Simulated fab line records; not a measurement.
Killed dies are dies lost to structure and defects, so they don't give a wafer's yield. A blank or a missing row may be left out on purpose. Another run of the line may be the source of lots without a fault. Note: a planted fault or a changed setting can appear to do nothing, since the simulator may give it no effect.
The tool behind it: which one? / flow n5_finfet / 11 lots with 33 wafers sampled at 3 steps, on a route of 1938 steps

## WHAT EACH GAUGE READ, for each wafer
N5_BEOL_M11_CD_MEAS_18: pitch 140 nm, target cd 70 nm.
lot=L103; measured=day 11 02:32; on=cd_sem-03; cd_nm (nm)=70.6 70.9 70.7
lot=L105; measured=day 11 14:12; on=cd_sem-01; cd_nm (nm)=69.8 69.6 69.9
lot=L104; measured=day 11 14:22; on=cd_sem-01; cd_nm (nm)=69.8 68.9 68.6
lot=L110; measured=day 12 20:52; on=cd_sem-01; cd_nm (nm)=69.2 69.9 70.1
lot=L113; measured=day 13 02:05; on=cd_sem-03; cd_nm (nm)=69.6 69.9 69.0
lot=L115; measured=day 14 09:29; on=cd_sem-03; cd_nm (nm)=68.8 68.3 69.7
lot=L119; measured=day 14 17:29; on=cd_sem-02; cd_nm (nm)=70.0 71.4 71.0
lot=L118; measured=day 15 03:19; on=cd_sem-01; cd_nm (nm)=70.5 70.7 68.9
lot=L124; measured=day 16 01:41; on=cd_sem-02; cd_nm (nm)=68.9 69.5 68.9
lot=L123; measured=day 16 01:59; on=cd_sem-01; cd_nm (nm)=69.0 70.2 68.5
lot=L126; measured=day 17 11:40; on=cd_sem-03; cd_nm (nm)=70.0 71.4 71.1

## TOOL THAT RAN EACH LOT (tool first, then ch and the chambers of the sampled wafers, then the start)
lot=L103; N5_BEOL_M11_DESCUM_16=rie_diel-03 ch 1,2,3, day 11 01:59; N5_BEOL_M11_HM_OPEN_17=rie_metal-02 ch 1, day 11 02:18
lot=L105; N5_BEOL_M11_DESCUM_16=rie_diel-04 ch 0,1,2, day 11 13:44; N5_BEOL_M11_HM_OPEN_17=rie_metal-02 ch 0,1, day 11 14:02
lot=L104; N5_BEOL_M11_DESCUM_16=rie_diel-02 ch 1,2, day 11 13:53; N5_BEOL_M11_HM_OPEN_17=rie_metal-01 ch 0,1, day 11 14:09
lot=L110; N5_BEOL_M11_DESCUM_16=rie_diel-04 ch 0,2, day 12 20:25; N5_BEOL_M11_HM_OPEN_17=rie_metal-03 ch 0,1, day 12 20:41
lot=L113; N5_BEOL_M11_DESCUM_16=rie_diel-04 ch 0,2, day 13 01:38; N5_BEOL_M11_HM_OPEN_17=rie_metal-01 ch 0,1, day 13 01:55
lot=L115; N5_BEOL_M11_DESCUM_16=rie_diel-04 ch 1,2, day 14 08:58; N5_BEOL_M11_HM_OPEN_17=rie_metal-01 ch 0,1, day 14 09:16
lot=L119; N5_BEOL_M11_DESCUM_16=rie_diel-02 ch 0,1,2, day 14 17:02; N5_BEOL_M11_HM_OPEN_17=rie_metal-02 ch 0,1, day 14 17:19
lot=L118; N5_BEOL_M11_DESCUM_16=rie_diel-03 ch 1,2,3, day 15 02:52; N5_BEOL_M11_HM_OPEN_17=rie_metal-03 ch 0,1, day 15 03:08
lot=L124; N5_BEOL_M11_DESCUM_16=rie_diel-02 ch 0,1, day 16 01:14; N5_BEOL_M11_HM_OPEN_17=rie_metal-03 ch 0,1, day 16 01:32
lot=L123; N5_BEOL_M11_DESCUM_16=rie_diel-02 ch 0,1, day 16 01:31; N5_BEOL_M11_HM_OPEN_17=rie_metal-01 ch 0,1, day 16 01:50
lot=L126; N5_BEOL_M11_DESCUM_16=rie_diel-04 ch 1,2, day 17 11:13; N5_BEOL_M11_HM_OPEN_17=rie_metal-03 ch 0,1, day 17 11:29
- N5_BEOL_M11_DESCUM_16: chemistry O2, time 7.9 s.
- N5_BEOL_M11_HM_OPEN_17: chemistry Cl2/BCl3, target TiN, target depth 20 nm, overetch 6 nm.

## WHAT THE TOOLS THEMSELVES READ (means of the sampled wafers that have a number; where no wafer has one, the mark that the record gives instead)
N5_BEOL_M11_DESCUM_16.
lot=L103; tool=rie_diel-03; drypump_motor_current_A (A)=5.9; oes_product_au (a.u.)=0.72; rf_vpp_V (V)=243.3; showerhead_plenum_p_Torr (Torr)=2.11; throttle_valve_pct (%)=20.4
lot=L105; tool=rie_diel-04; drypump_motor_current_A (A)=5.5; oes_product_au (a.u.)=0.75; rf_vpp_V (V)=242.0; showerhead_plenum_p_Torr (Torr)=2.01; throttle_valve_pct (%)=20.2
lot=L104; tool=rie_diel-02; drypump_motor_current_A (A)=5.3; oes_product_au (a.u.)=0.83; rf_vpp_V (V)=244.8; showerhead_plenum_p_Torr (Torr)=2.15; throttle_valve_pct (%)=20.4
lot=L110; tool=rie_diel-04; drypump_motor_current_A (A)=5.7; oes_product_au (a.u.)=0.72; rf_vpp_V (V)=241.5; showerhead_plenum_p_Torr (Torr)=1.98; throttle_valve_pct (%)=20.3
lot=L113; tool=rie_diel-04; drypump_motor_current_A (A)=5.7; oes_product_au (a.u.)=0.72; rf_vpp_V (V)=241.4; showerhead_plenum_p_Torr (Torr)=1.98; throttle_valve_pct (%)=20.3
lot=L115; tool=rie_diel-04; drypump_motor_current_A (A)=5.2; oes_product_au (a.u.)=0.74; rf_vpp_V (V)=243.0; showerhead_plenum_p_Torr (Torr)=2.06; throttle_valve_pct (%)=20.2
lot=L119; tool=rie_diel-02; drypump_motor_current_A (A)=5.6; oes_product_au (a.u.)=0.82; rf_vpp_V (V)=244.1; showerhead_plenum_p_Torr (Torr)=2.15; throttle_valve_pct (%)=20.6
lot=L118; tool=rie_diel-03; drypump_motor_current_A (A)=5.9; oes_product_au (a.u.)=0.78; rf_vpp_V (V)=243.4; showerhead_plenum_p_Torr (Torr)=2.10; throttle_valve_pct (%)=20.3
lot=L124; tool=rie_diel-02; drypump_motor_current_A (A)=6.3; oes_product_au (a.u.)=0.96; rf_vpp_V (V)=243.7; showerhead_plenum_p_Torr (Torr)=2.15; throttle_valve_pct (%)=20.5
lot=L123; tool=rie_diel-02; drypump_motor_current_A (A)=6.3; oes_product_au (a.u.)=0.94; rf_vpp_V (V)=243.9; showerhead_plenum_p_Torr (Torr)=2.15; throttle_valve_pct (%)=20.5
lot=L126; tool=rie_diel-04; drypump_motor_current_A (A)=5.2; oes_product_au (a.u.)=0.72; rf_vpp_V (V)=242.2; showerhead_plenum_p_Torr (Torr)=2.06; throttle_valve_pct (%)=20.2

N5_BEOL_M11_HM_OPEN_17.
lot=L103; tool=rie_metal-02; drypump_motor_current_A (A)=6.0; mfc_cl2_sccm (sccm)=53.14; oes_product_au (a.u.)=0.72; throttle_valve_pct (%)=22.16
lot=L105; tool=rie_metal-02; drypump_motor_current_A (A)=5.9; mfc_cl2_sccm (sccm)=53.24; oes_product_au (a.u.)=0.75; throttle_valve_pct (%)=22.15
lot=L104; tool=rie_metal-01; drypump_motor_current_A (A)=6.3; mfc_cl2_sccm (sccm)=53.19; oes_product_au (a.u.)=0.61; throttle_valve_pct (%)=22.08
lot=L110; tool=rie_metal-03; drypump_motor_current_A (A)=5.7; mfc_cl2_sccm (sccm)=53.36; oes_product_au (a.u.)=0.56; throttle_valve_pct (%)=22.10
lot=L113; tool=rie_metal-01; drypump_motor_current_A (A)=6.3; mfc_cl2_sccm (sccm)=53.16; oes_product_au (a.u.)=0.65; throttle_valve_pct (%)=21.91
lot=L115; tool=rie_metal-01; drypump_motor_current_A (A)=6.3; mfc_cl2_sccm (sccm)=52.98; oes_product_au (a.u.)=0.64; throttle_valve_pct (%)=21.91
lot=L119; tool=rie_metal-02; drypump_motor_current_A (A)=5.9; mfc_cl2_sccm (sccm)=53.16; oes_product_au (a.u.)=0.76; throttle_valve_pct (%)=22.14
lot=L118; tool=rie_metal-03; drypump_motor_current_A (A)=5.7; mfc_cl2_sccm (sccm)=53.17; oes_product_au (a.u.)=0.74; throttle_valve_pct (%)=21.93
lot=L124; tool=rie_metal-03; drypump_motor_current_A (A)=6.0; mfc_cl2_sccm (sccm)=53.33; oes_product_au (a.u.)=0.67; throttle_valve_pct (%)=22.19
lot=L123; tool=rie_metal-01; drypump_motor_current_A (A)=6.3; mfc_cl2_sccm (sccm)=53.20; oes_product_au (a.u.)=0.73; throttle_valve_pct (%)=21.81
lot=L126; tool=rie_metal-03; drypump_motor_current_A (A)=6.1; mfc_cl2_sccm (sccm)=53.26; oes_product_au (a.u.)=0.65; throttle_valve_pct (%)=22.19

## THE ANSWER, worked out from the rows above alone
Rule: the usual values come from the lots themselves. The widest of any qualifying gaps counts: lots, ordered by their means at a reading, are off when they make up no more than a third of the lots, leave a main group of 4 or more, and stand apart from it by 3 or more times the standard deviation of that group's means. A main group whose means are all the same, to the digits that the tables above print for the reading, isn't used. A lot without any number at a reading at which 4 lots or more have one is off too. All remaining lots with rows at the step are treated as sound. After the gauges, taken in route order, come the tools' own readings; for these a lot's mean is taken, as printed above. At the first step where some lot is off, the reading lying furthest off is the one used; lots without a number count as furthest.
Across all readings shown, no lot is off: no conclusion can be drawn from this.

## WHAT WAS PUT IN BY THE SIMULATOR
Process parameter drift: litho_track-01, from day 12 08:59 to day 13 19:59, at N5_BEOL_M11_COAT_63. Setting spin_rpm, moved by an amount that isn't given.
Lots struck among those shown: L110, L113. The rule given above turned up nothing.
